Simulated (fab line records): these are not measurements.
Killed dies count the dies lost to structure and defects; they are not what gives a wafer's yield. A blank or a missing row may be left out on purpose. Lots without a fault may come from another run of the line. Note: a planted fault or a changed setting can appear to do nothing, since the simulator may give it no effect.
A lot that was struck, set against a sound lot :: flow nandHarc :: 15 out of 1302 route steps
Sound: the wafers L553.1, L553.2, L553.6. Wafers L550.1, L550.2, L550.3 were the ones struck. The cause is named last.
For every step that has rows: the tool of each side, followed by ch and its chambers, followed by its first start. Under that, the readings that differ: sound wafers :: struck wafers :: difference of the means :: sigmas: that difference in standard deviations of wafers without a fault.
alike: words and numbers the same on both sides, and readings whose means are apart by under 2 such deviations; not compared: readings that were withheld, readings missing a value for some wafer, numbers with overlapping values and no deviation given by the record, and bounds like >300 which may hide the same value.
The two part at a step that has a row with sigmas, a row that says differs or no value, or rows on one side only. When numbers do not overlap yet have no deviation, they are printed without sigmas and do not part them. A reading missing from all wafers of one side parts the sides only when that side holds two or more wafers.

NHARC_A_CHANNEL_FILL_D2_ALD_15: deposits SiNx, target thk 2 nm, pulse time 60 s, ald cycles 19.
  sound: aldSinBatch-03 ch 0; struck: aldSinBatch-02 ch 0
  alike: chamberPressureTorr, precursorPulseHeightRel
NHARC_A_CHANNEL_FILL_D2_ALD_16: deposits SiO2, target thk 1.5 nm, pulse time 10 s, ald cycles 15.
  sound on aldHk-01 ch 1,2, day 21 14:47; struck on aldHk-02 ch 1,2,3, day 20 09:19
  alike: heaterPowerOuterW, heaterPowerW, precursorPulseHeightRel
then, 2 steps without rows for these wafers: NHARC_A_CHANNEL_FILL_D2_ANNEAL_17 (time 1800 s); NHARC_A_CHANNEL_FILL_D2_CVD_18 (deposits poly-Si, target thk 3 nm).
NHARC_A_CHANNEL_FILL_D2_ETCHBACK_19: etches the open film in HBr/Cl2, target depth 5 nm, time 1.7 s.
  sound on rieSi-04 ch 0,1, day 22 02:57; struck on rieSi-06 ch 0,1,2, day 20 21:41
  alike: drypumpMotorCurrentA, oesProductAu, throttleValvePct
  not compared: rfHoursCounterH
NHARC_A_CHANNEL_FILL_D2_ETCHBACK_20: etches the open film in C4F8/O2/Ar, target depth 27 nm, time 13.5 s.
  sound on rieDiel-11 ch 0,2,3, day 22 03:05; struck on rieDiel-11 ch 0,1,2, day 20 21:47
  alike: oesProductAu, rfVppV
  not compared: rfHoursCounterH
then, 5 steps without rows for these wafers: NHARC_A_CHANNEL_FILL_D2_STRIP_28 (strips in O2, time 20 s); NHARC_A_CHANNEL_FILL_D2_PRECLEAN_21 (cleans in dHF, time 30 s); NHARC_A_CHANNEL_FILL_D2_SRD_23; NHARC_A_CHANNEL_FILL_D2_CVD_05 (deposits poly-Si, target thk 5 nm); NHARC_A_CHANNEL_FILL_D2_ANNEAL_22 (time 7200 s).
NHARC_A_CHANNEL_FILL_D2_THK_MEAS_06: measures by ellipsometry.
  sound on filmMetro-01, day 22 14:34; struck on filmMetro-01, day 21 09:49
  alike: thkNm
NHARC_A_CHANNEL_FILL_D2_ALD_25: deposits SiOx, target thk 60 nm, pulse time 10 s, ald cycles 600.
  sound on aldHk-01 ch 0,1,3, day 22 14:48; struck on aldHk-04 ch 0,2,3, day 21 09:52
  no value came back on the struck wafers for aldCycles, heaterPowerOuterW (W), heaterPowerW (W), precursorPulseHeightRel; on the sound wafers aldCycles reads 600 600 600
NHARC_A_CHANNEL_FILL_D2_ETCHBACK_08: etches the open film in C4F8, target depth 220 nm, time 110 s.
  sound: rieDiel-11 ch 0,2,3; struck: rieDiel-13 ch 0,1,3
  alike: oesProductAu, rfVppV
  not compared: rfHoursCounterH
-- jump in the record: it breaks off in module A_CHANNEL_FILL_D2 and resumes in module END (first step shown: number 1302 of the route), and 10 days separate the struck wafers' starts before and after --
NHARC_END_SORT_01:
  sound on prober-02 ch 0, day 32 03:20; struck on prober-01 ch 0, day 30 23:08
reading: hold
sound: - - -
struck: awaitDispo/6.5h/scrap awaitDispo/6.5h/scrap awaitDispo/6.5h/scrap
difference: no value on the sound wafers
sigmas: 

reading: killedAtArray
sound: 43 51 44
struck: 673 674 671
difference: +627
sigmas: +31

reading: killedDies
sound: 48 56 45
struck: 677 677 677
difference: +627
sigmas: +31
  alike: killedAtOther, killedAtPeriphery, killedOpen, killedShort

## WHERE THEY PART
First at NHARC_A_CHANNEL_FILL_D2_ALD_25; last, within this record, at NHARC_END_SORT_01.

WHY: whatever the simulator had introduced
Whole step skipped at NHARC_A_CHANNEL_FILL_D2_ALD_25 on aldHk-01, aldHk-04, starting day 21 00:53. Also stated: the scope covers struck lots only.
